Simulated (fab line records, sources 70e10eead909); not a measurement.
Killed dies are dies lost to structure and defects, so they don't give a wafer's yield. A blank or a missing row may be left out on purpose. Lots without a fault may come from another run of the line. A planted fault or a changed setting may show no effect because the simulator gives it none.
fab line records | flow nand_harc
record lots=14 wafers=42 last_day=33
route steps=1302 shown A_CONTACT@1085 THIN_TSV@1276 END@1302
lots that met no fault: from a run of the same line without faults
start_h: hours from the record's first day to the start of the lot's first wafer shown | wait_h: hours since the lot's step before | " the same as in the row above | L1.1+2: a row that stands for several wafers | - no value, or no start given | * or withheld: withheld | < > ~ a bound
route shown NAME@n: a module of which the file shows steps, and the number in the route of the first | usual: mean/standard deviation of fault-free wafers | same: alike in all rows | chamber/n: place in a boat | sites: the reading at each site | _std_site: their standard deviation | _edge_site: outer sites' mean less inner sites' | radius_mm: how far each site lies from the wafer's centre | mask NAME#n: copy n | behind: the tool/chamber that last shaped the wafer | hold: why the lot was held/for how many hours/how that ended | device: the transistor (n, p or np) that didn't switch | end of line: the same wafers' tests at the end of the route | a step without rows: its recipe alone | killed: dies lost to structure and defects at the first sort, not the wafer's yield | map: a wafer's dies, x killed, . not, _ none there
set.NAME: the setting as run; set.NAME@STEP: as run at that earlier step | model.NAME: the simulator's own value behind a step, which no gauge read
steps of the route over a sample of lots; a table a step, a row a wafer
services: from which hour (start_h, from the record's first day; less than 0 if before it) a tool's chamber was out of use, for how many hours, and why
## steps
# step NHARC_A_CONTACT_ETCH_31
# recipe target_depth_a=28000 over_etch_frac=0.3 time_s=728 ion_energy_ev=150 o2_flow_sccm=400 cos_flow_sccm=20 ar_flow_sccm=0 rf_w=500 bias_w=300 chemistry=O2/COS
# usual bias_w=300.0/0.97 drypump_motor_current_A=5.8/0.52 oes_product_au=1.001/0.008 rf_vpp_V=313.9/1.9 showerhead_plenum_p_Torr=3.11/0.11 throttle_valve_pct=28.330/0.009
# columns lot.wafer tool chamber start_h wait_h bias_w drypump_motor_current_A oes_product_au rf_hours_counter_h rf_vpp_V showerhead_plenum_p_Torr throttle_valve_pct
L812.4 rie_diel-11 0 512.71 - 300.2 5.2 0.995 13 314.9 3.24 28.331
L812.2 " 2 " " 301.2 5.5 0.995 12 314.0 3.17 28.339
L812.5 " 3 " " 299.8 6.6 0.994 - 313.3 2.95 28.336
L816.4 rie_diel-11 3 552.71 - 299.8 6.6 0.993 19 312.0 2.94 28.345
L816.3 " 0 " " 299.4 5.2 1.002 21 316.4 3.24 28.343
L816.6 " 3 " " 299.8 6.6 0.992 - 310.7 2.94 28.325
L818.3 rie_diel-11 2 559.05 - 299.2 5.5 1.011 22 315.0 3.17 28.355
L818.1 " 0 " " 300.0 5.2 1.015 22 315.4 3.24 28.327
L818.5 " 3 " " 300.5 6.6 1.009 - 312.6 2.94 28.335
L817.3 rie_diel-11 2 568.29 - 299.6 5.4 0.999 23 314.8 3.17 28.324
L817.1 " 3 " " 300.1 6.5 0.996 21 312.8 2.94 28.330
L817.4 " 1 " " 300.0 5.4 0.988 24 313.7 3.15 28.315
L820.4 rie_diel-11 2 595.51 - 301.5 5.4 1.008 28 315.8 3.16 28.332
L820.3 " 3 " " 299.0 6.6 1.000 26 312.6 2.94 28.320
L820.6 " 3 " " 300.1 6.6 1.012 - 311.6 2.94 28.331
L822.1 rie_diel-11 2 629.09 - 298.6 5.5 1.004 2 313.7 3.16 28.335
L822.6 " 0 " " 299.6 5.2 1.001 - 315.2 3.23 28.320
L822.5 " 1 " " 297.1 5.4 0.994 - 314.3 3.14 28.341
L824.4 rie_diel-11 2 636.67 - 298.6 5.5 1.010 4 313.5 3.16 28.336
L824.3 " 1 " " 301.9 5.5 0.999 3 315.4 3.14 28.317
L824.6 " 2 " " 298.5 5.4 1.015 - 317.2 3.16 28.331
L825.3 rie_diel-11 2 641.59 - 300.7 5.5 1.006 4 314.0 3.16 28.318
L825.4 " 3 " " 299.9 6.6 0.994 4 312.4 2.94 28.339
L825.6 " 0 " " 298.4 5.2 1.004 - 317.2 3.23 28.318
L828.2 rie_diel-03 0 685.83 - 299.0 5.7 1.013 11 309.9 3.00 28.337
L828.5 " 2 " " 299.1 6.5 1.000 - 310.9 2.96 28.336
L828.6 " 3 " " 299.7 6.2 1.018 - 316.9 3.28 28.311
L830.2 rie_diel-08 2 705.52 - 299.8 6.2 1.012 47 314.0 3.12 28.326
L830.4 " 3 " " 300.7 6.0 1.009 47 315.9 3.26 28.320
L830.5 " 1 " " 300.2 5.7 1.006 - 311.8 3.00 28.330
L831.1 rie_diel-11 1 709.20 - 300.5 5.5 0.994 15 314.1 3.14 28.327
L831.2 " 0 " " 301.4 5.2 1.005 14 315.1 3.23 28.337
L831.5 " 2 " " 299.7 5.5 0.995 - 314.8 3.15 28.316
L834.1 rie_diel-11 3 723.58 - 302.0 6.6 0.999 16 310.3 2.93 28.328
L834.2 " 0 " " 299.3 5.2 1.005 16 315.2 3.22 28.330
L834.4 " 1 " " 300.8 5.5 0.985 17 314.2 3.14 28.347
L833.4 rie_diel-11 0 725.40 - 300.1 5.2 0.996 17 315.9 3.22 28.317
L833.5 " 1 " " 297.8 5.5 0.993 - 314.5 3.14 28.312
L833.6 " 2 " " 299.7 5.4 0.997 - 314.0 3.15 28.338
L832.3 rie_diel-11 0 732.61 - 300.3 5.2 0.989 20 315.3 3.22 28.324
L832.1 " 2 " " 300.9 5.4 0.995 23 314.6 3.15 28.332
L832.5 " 3 " " 299.0 6.6 0.999 - 309.5 2.93 28.318
# step NHARC_THIN_TSV_CMP_21
# recipe t_overpolish_s=30 target_thk_nm=2000
# usual motor_current_A=12.5/0.56 overpolish_run_s=30.000/0.01
# columns lot.wafer tool chamber start_h wait_h motor_current_A overpolish_run_s
L812.4 cmp-04 0 554.00 - 12.6 29.998
L812.2 " 2 " " 11.6 30.019
L812.5 " 1 " " 12.1 30.004
L816.3 cmp-01 3 593.59 - 12.1 30.003
L816.4 " 2 " " 13.0 29.992
L816.6 " 0 " " 12.7 29.989
L818.3 cmp-01 3 597.28 - 12.6 30.012
L818.1 " 2 " " 12.9 30.006
L818.5 " 3 " " 11.7 29.999
L817.3 cmp-03 2 606.31 - 12.1 29.996
L817.1 " 3 " " 12.2 30.014
L817.4 " 0 " " 13.6 30.009
L820.3 cmp-01 3 641.96 - 12.4 29.992
L820.4 " 0 " " 12.7 29.990
L820.6 " 0 " " 12.9 29.996
L822.1 cmp-03 0 668.62 - 12.4 29.999
L822.5 " 1 " " 11.7 30.001
L822.6 " 2 " " 13.0 29.989
L824.3 cmp-04 1 675.80 - 12.9 29.990
L824.4 " 2 " " 11.8 30.001
L824.6 " 0 " " 12.6 30.000
L825.3 cmp-04 2 686.14 - 11.8 29.998
L825.4 " 3 " " 13.1 29.996
L825.6 " 1 " " 11.8 29.996
L828.2 cmp-01 3 724.56 - 11.9 29.998
L828.5 " 2 " " 13.0 30.024
L828.6 " 3 " " 12.0 30.001
L830.4 cmp-01 3 750.89 - 12.3 30.009
L830.2 " 1 " " 12.6 30.008
L830.5 " 2 " " 13.2 29.993
L831.1 cmp-01 1 752.10 - 12.7 29.994
L831.2 " 2 " " 13.3 30.003
L831.5 " 3 " " 12.0 30.009
L834.2 cmp-03 3 761.39 - 12.2 30.002
L834.4 " 1 " " 12.5 29.998
L834.1 " 2 " " 12.3 29.993
L833.4 cmp-03 2 762.69 - 11.7 29.991
L833.6 " 2 " " 12.8 30.010
L833.5 " 3 " " 12.2 29.978
L832.3 cmp-04 2 770.45 - 11.7 30.001
L832.1 " 3 " " 12.9 29.991
L832.5 " 1 " " 12.0 29.985
# step NHARC_THIN_TSV_PRE_CLEAN_54
# recipe time_s=30 temp_c=280 gas=H2/He
# usual heater_power_w=409/45
# columns lot.wafer tool chamber start_h wait_h heater_power_w
L812.4 pvd_sputter-03 - 554.54 0.1 404
L812.2 " - " " 463
L812.5 " - " " 467
L816.3 pvd_sputter-03 - 594.12 0.0 433
L816.4 " - " " 336
L816.6 " - " " 419
L818.3 pvd_sputter-01 - 597.81 0.0 360
L818.1 " - " " 378
L818.5 " - " " 356
L817.1 pvd_sputter-02 - 606.81 0.0 411
L817.3 " - " " 351
L817.4 " - " " 393
L820.4 pvd_sputter-03 - 642.49 0.1 407
L820.3 " - " " 424
L820.6 " - " " 425
L822.1 pvd_sputter-01 - 669.08 0.1 388
L822.6 " - " " 435
L822.5 " - " " 384
L824.3 pvd_sputter-02 - 676.27 0.1 516
L824.4 " - " " 399
L824.6 " - " " 406
L825.3 pvd_sputter-02 - 686.64 0.1 375
L825.4 " - " " 503
L825.6 " - " " 408
L828.2 pvd_sputter-01 - 725.09 0.1 382
L828.5 " - " " 364
L828.6 " - " " 424
L830.2 pvd_sputter-03 - 751.40 0.1 450
L830.4 " - " " 385
L830.5 " - " " 457
L831.1 pvd_sputter-01 - 752.58 0.1 455
L831.2 " - " " 417
L831.5 " - " " 442
L834.2 pvd_sputter-03 - 761.94 0.1 383
L834.4 " - " " 460
L834.1 " - " " 345
L833.4 pvd_sputter-02 - 763.23 0.0 409
L833.6 " - " " 416
L833.5 " - " " 369
L832.1 pvd_sputter-01 - 770.96 0.1 383
L832.3 " - " " 364
L832.5 " - " " 387
# step NHARC_END_SORT_01
# recipe temp_c=25
# usual killed_at_array=59/19 killed_at_other=0.6/0.85 killed_at_periphery=3.8/2.5 killed_dies=64/19 killed_open=3.3/1.8 killed_short=2.2/1.6
# same gross_dies=677
# columns lot.wafer tool chamber start_h wait_h killed_at_array killed_at_other killed_at_periphery killed_dies killed_open killed_short
L822.1 prober-01 0 681.68 2.5 111 2 6 119 4 4
L822.5 prober-01 0 684.88 3.7 172 0 5 177 3 4
L822.6 prober-01 0 685.69 4.0 154 1 1 156 3 1
L824.3 prober-01 0 691.06 3.1 152 1 2 155 3 0
L824.4 prober-01 0 691.86 3.4 115 1 1 117 3 2
L824.6 prober-01 0 693.46 4.0 115 0 2 117 0 5
L825.3 prober-02 0 700.93 5.5 136 0 1 137 3 1
L825.4 prober-02 0 701.73 5.8 165 0 2 167 5 1
L825.6 prober-02 0 703.35 6.4 158 0 4 162 3 3
# killed by level:class
L822.1 A_CONTACT:unspecified=55 A_SLIT:chamber_film_flake=35 A_CHANNEL_HOLE_D1:chamber_film_flake=8 A_STAIRCASE:chamber_film_flake=7 P_GATE:chamber_film_flake=3 A_CHANNEL_FILL_D2:geometric_particle:short=2 P_STI:geometric_particle:open=1 P_CONTACT:geometric_particle:open=1
L822.5 A_CONTACT:unspecified=95 A_CHANNEL_HOLE_D1:chamber_film_flake=31 A_SLIT:chamber_film_flake=30 A_STAIRCASE:chamber_film_flake=4 A_WL_FILL:chamber_film_flake=3 A_CHANNEL_HOLE_D1:geometric_particle:short=2 A_WL_FILL:geometric_particle:short=2 P_GATE:chamber_film_flake=2
L822.6 A_CONTACT:unspecified=96 A_CHANNEL_HOLE_D1:chamber_film_flake=23 A_SLIT:chamber_film_flake=22 A_STAIRCASE:chamber_film_flake=4 A_DECK1_JOINT:chamber_film_flake=2 A_CHANNEL_HOLE_D1:geometric_particle:open=1 A_DECK1_JOINT:geometric_particle:open=1 A_WL_FILL:geometric_particle:short=1
L824.3 A_CONTACT:unspecified=93 A_SLIT:chamber_film_flake=38 A_WL_FILL:chamber_film_flake=9 A_STAIRCASE:chamber_film_flake=3 P_GATE:chamber_film_flake=2 A_CHANNEL_HOLE_D1:chamber_film_flake=2 A_CONTACT:chamber_film_flake=2 A_WL_FILL:geometric_particle:open=1
L824.4 A_CONTACT:unspecified=56 A_SLIT:chamber_film_flake=35 A_CHANNEL_HOLE_D1:chamber_film_flake=8 A_CONTACT:chamber_film_flake=8 A_ONON_D1:geometric_particle:open=1 A_CHANNEL_FILL_D1:geometric_particle:short=1 A_CHANNEL_HOLE_D2:geometric_particle:short=1 A_SGD_CUT:geometric_particle:open=1
L824.6 A_CONTACT:unspecified=56 A_SLIT:chamber_film_flake=40 A_CONTACT:chamber_film_flake=4 A_ONON_D1:geometric_particle:short=3 A_CHANNEL_HOLE_D1:chamber_film_flake=3 A_STAIRCASE:chamber_film_flake=3 A_DECK1_JOINT:chamber_film_flake=2 A_WL_FILL:chamber_film_flake=2
L825.3 A_CONTACT:unspecified=53 A_CHANNEL_HOLE_D1:chamber_film_flake=32 A_SLIT:chamber_film_flake=29 A_CHANNEL_HOLE_D2:chamber_film_flake=12 A_CONTACT:chamber_film_flake=3 A_CHANNEL_FILL_D2:geometric_particle:open=2 A_WL_FILL:chamber_film_flake=2 A_ONON_D1:geometric_particle:open=1
L825.4 A_CONTACT:unspecified=93 A_CHANNEL_HOLE_D1:chamber_film_flake=26 A_SLIT:chamber_film_flake=24 A_CHANNEL_HOLE_D2:chamber_film_flake=11 A_CONTACT:chamber_film_flake=3 A_CHANNEL_FILL_D1:geometric_particle:open=2 A_BONDPAD:chamber_film_flake=2 A_ONON_D1:geometric_particle:short=1
L825.6 A_CONTACT:unspecified=88 A_SLIT:chamber_film_flake=27 A_CHANNEL_HOLE_D1:chamber_film_flake=18 A_CHANNEL_HOLE_D2:chamber_film_flake=10 A_CONTACT:chamber_film_flake=5 A_BONDPAD:chamber_film_flake=3 P_M1:chamber_film_flake=2 A_WL_FILL:chamber_film_flake=2
## services
# columns tool chamber start_h hours kind
pvd_sputter-02 - 489.51 2.3 repair
cmp-04 - 503.14 4.0 pm
cmp-01 - 528.89 2.1 repair
cmp-03 - 540.96 0.5 repair
cmp-01 - 553.45 1.9 repair
cmp-03 - 554.00 4.0 pm
pvd_sputter-03 - 561.36 10.0 pm
cmp-03 - 571.65 4.2 repair
cmp-01 - 577.57 4.0 pm
pvd_sputter-03 - 579.22 2.2 repair
pvd_sputter-01 - 582.00 10.0 pm
pvd_sputter-03 - 590.04 2.5 repair
cmp-04 - 601.14 4.0 pm
rie_diel-11 - 610.48 9.0 pm
cmp-04 - 620.76 1.0 repair
rie_diel-11 3 660.23 4.5 repair
rie_diel-11 1 672.14 4.0 repair
pvd_sputter-03 - 672.85 3.6 repair
cmp-01 - 675.57 4.0 pm
pvd_sputter-01 - 709.06 1.6 repair
pvd_sputter-03 - 724.30 5.8 repair
pvd_sputter-03 - 739.36 10.0 pm
cmp-01 - 749.30 1.5 repair
pvd_sputter-01 - 760.00 10.0 pm
## key
first_sign step=NHARC_END_SORT_01 reading=killed_at_array direction=up sigmas=4.4 usual=59 struck=142
effect step=NHARC_END_SORT_01 reading=killed_dies direction=up sigmas=4.4 usual=64 struck=145
more_kills_born_at NHARC_A_CONTACT_ETCH_31@rie_diel-11=682
met_at NHARC_A_CONTACT_ETCH_31
struck_lots L822,L824,L825
tester_left_out L822,L824,L825
not_acting_at NHARC_THIN_TSV_CMP_21,NHARC_THIN_TSV_PRE_CLEAN_54
onset_between 595.51 629.09
fault kind=chamber_particle_source tool=rie_diel-11 chamber=- onset_h=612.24 steps=NHARC_A_CONTACT_ETCH_31 rate_per_visit_cm2=1.1086 end_h=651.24
# tester_left_out: of these lots the tester's yield and bins aren't shown, on N5 and GAA mostly nor the transistor test; their killed dies are dies lost to structure and defects alone, not to doping, threshold or leakage, so they don't give the yield
